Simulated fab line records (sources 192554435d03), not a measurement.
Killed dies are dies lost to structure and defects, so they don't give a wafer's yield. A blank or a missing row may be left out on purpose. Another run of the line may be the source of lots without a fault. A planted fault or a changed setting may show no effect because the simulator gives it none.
A struck lot beside a sound one	flow n5Finfet	15 steps out of a route of 1938
Sound: the wafers L847.1, L847.3, L847.6. Struck: wafers L838.3, L838.6. (L838.4 of the same lot was not struck and is left out.) The cause comes at the end.
Order at every step that has rows: each side's tool, ch and its chambers, its first start. Under that, the readings that differ: sound wafers	struck wafers	difference of the means	sigmas: that difference in standard deviations of wafers without a fault.
alike: words and numbers the same on both sides, and readings whose means are apart by under 2 such deviations; not compared: readings that were withheld, readings missing a value for some wafer, numbers with overlapping values and no deviation given by the record, and bounds like >300 which may hide the same value.
A row with sigmas, a row that says differs or no value, or rows on one side alone: a step with any of these is where the two part. Numbers that don't overlap but have no deviation are shown without sigmas and don't part them. Lack of a reading on every wafer of one side parts them only where that side has two or more wafers.

N5_BEOL_M4_CO_CAP_55: material Co, precursor CCTBA/H2, target thk 2 nm, time 102.1 s.
  sound on cvdCo-01 ch 0,2, day 15 11:19; struck on cvdCo-01 ch 0,2, day 12 22:43
  alike: heaterPowerW
  not compared: sinceWetCleanH
then, 2 steps without rows for these wafers: N5_BEOL_M4_PRE_CLEAN_56 (time 15 s); N5_BEOL_M4_DEP_57 (deposits SiCN from 3MS/NH3, target thk 8 nm, time 14 s).
N5_BEOL_M4_RS_MEAS_58: the measuring method here is four-point-probe.
  sound on filmMetro-02 at day 15 11:32; struck on filmMetro-01 at day 12 22:54
  alike: M4_RS
N5_BEOL_M4_INSPECT_59: inspects for defects (darkfield).
  sound on defectInspect-02 at day 15 11:33; struck on defectInspect-01 at day 12 22:55
  alike: rawDefectCount
N5_BEOL_M4_RC_MEAS_101:
  sound on prober-02 ch 0, day 15 11:35; struck on prober-01 ch 0, day 12 23:16
  alike: DIBL_N, DIBL_P, IOFF_N, IOFF_P, ION_N, ION_P, SS_N, SS_P, VT_N, VT_P
N5_BEOL_M5_ILD_DEP_00: deposits SiCOH lowk from DEMS/porogen, target thk 140.64 nm, time 25.9 s.
  sound on pecvd-02 ch 1,2, day 15 12:32; struck on pecvd-03 ch 1, day 12 23:56
  alike: heaterPowerW, showerheadPlenumPTorr, throttleValvePct
  not compared: sinceWetCleanH
N5_BEOL_M5_CURE_79: cures SiCOH lowk, time 240 s.
  sound on uvCure-03 ch 0, day 15 12:36; struck on uvCure-02 ch 0, day 13 00:09
  alike: lampPowerPct, wafer_temp_C_max
N5_BEOL_M5_THK_MEAS_01:
  sound on filmMetro-01 at day 15 13:07; struck on filmMetro-01 at day 13 00:30
  alike: M5_ILD_THK
N5_BEOL_M5_PECVD_70: deposits SiO2 from TEOS/O2, target thk 16 nm, time 18 s.
  sound on pecvd-04 ch 0,1, day 15 13:09; struck on pecvd-03 ch 0, day 13 00:32
  alike: heaterPowerW, showerheadPlenumPTorr, throttleValvePct
  not compared: sinceWetCleanH
N5_BEOL_M5_HM_DEP_02: deposits TiN, target thk 20 nm.
  sound on pvdSputter-01 at day 15 13:38; struck on pvdSputter-02 at day 13 02:39
  alike: throttleValvePct
then, 1 step without rows for these wafers: N5_BEOL_M5_COAT_59 (time 60 s, resist thk 60 nm).
N5_BEOL_M5_COAT_60: time 60 s, resist thk 12 nm.
  sound on lithoTrack-01 ch 0, day 15 13:46; struck on lithoTrack-05 ch 0, day 13 02:47
reading	sound	struck	difference	sigmas
heaterPowerTotalW (W)	429.2 430.6 429.9	469.2 470.2	+39.8	+20
runLengthS (s)	66.15 66.02 65.95	57.00 57.13	-8.98	-50
then, 2 steps without rows for these wafers: N5_BEOL_M5_COAT_71 (time 60 s, resist thk 5 nm); N5_PASSIVATION_PROBE_49.

== WHERE THEY PART ==
At N5_BEOL_M5_COAT_60 and nowhere else, as far as this record goes.

WHY: what the simulator had put in
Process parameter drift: lithoTrack-05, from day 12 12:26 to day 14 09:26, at N5_BEOL_M5_COAT_60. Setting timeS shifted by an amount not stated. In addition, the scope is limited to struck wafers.
